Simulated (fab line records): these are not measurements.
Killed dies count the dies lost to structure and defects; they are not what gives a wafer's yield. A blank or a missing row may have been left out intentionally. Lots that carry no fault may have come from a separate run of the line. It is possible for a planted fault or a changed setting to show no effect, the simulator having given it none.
Which tool did it?    flow n5-finfet    at 1 step of a route of 1938, 12 lots with 36 wafers sampled

== WHAT THE GAUGES READ, wafer by wafer ==
N5_WELL_APT_INSPECT_10: inspects for defects (macro).
lot   measured     on                 raw-defect-count
L075  day 1 19:37  defect-inspect-02  1 1 1
L077  day 2 07:46  defect-inspect-01  1 0 2
L079  day 2 19:44  defect-inspect-01  5 4 3
L081  day 3 08:08  defect-inspect-01  0 1 1
L083  day 3 19:37  defect-inspect-01  2 2 4
L085  day 4 07:37  defect-inspect-01  1 2 1
L087  day 4 19:46  defect-inspect-02  1 1 1
L089  day 5 07:53  defect-inspect-01  3 1 3
L091  day 5 19:46  defect-inspect-02  1 1 0
L093  day 6 07:53  defect-inspect-01  1 1 2
L095  day 6 19:37  defect-inspect-02  1 1 0
L097  day 7 11:59  defect-inspect-01  2 1 0

== WHICH TOOL RAN EACH LOT (tool, then ch and the chambers of the sampled wafers, then the start) ==
There is no process step in the record ahead of these readings.

== THE ANSWER, worked out from the rows above alone ==
Rule: the lots themselves supply what counts as usual. Put in order of their means at a reading, lots are off if they are a third of the lots or fewer, leave a main group of 4 or more, and stand apart from it by a gap of 3 or more times the standard deviation of the main group's means; of several such gaps the widest counts. The tables above print the reading to a certain number of digits; a main group whose means all agree to those digits is not used. Also off: a lot with no number at a reading for which 4 or more lots have one. Where the step has rows for the other lots, those lots are counted as sound.
Across all readings shown, no lot is off: no conclusion can be drawn from this.

== WHAT THE SIMULATOR HAD PUT IN ==
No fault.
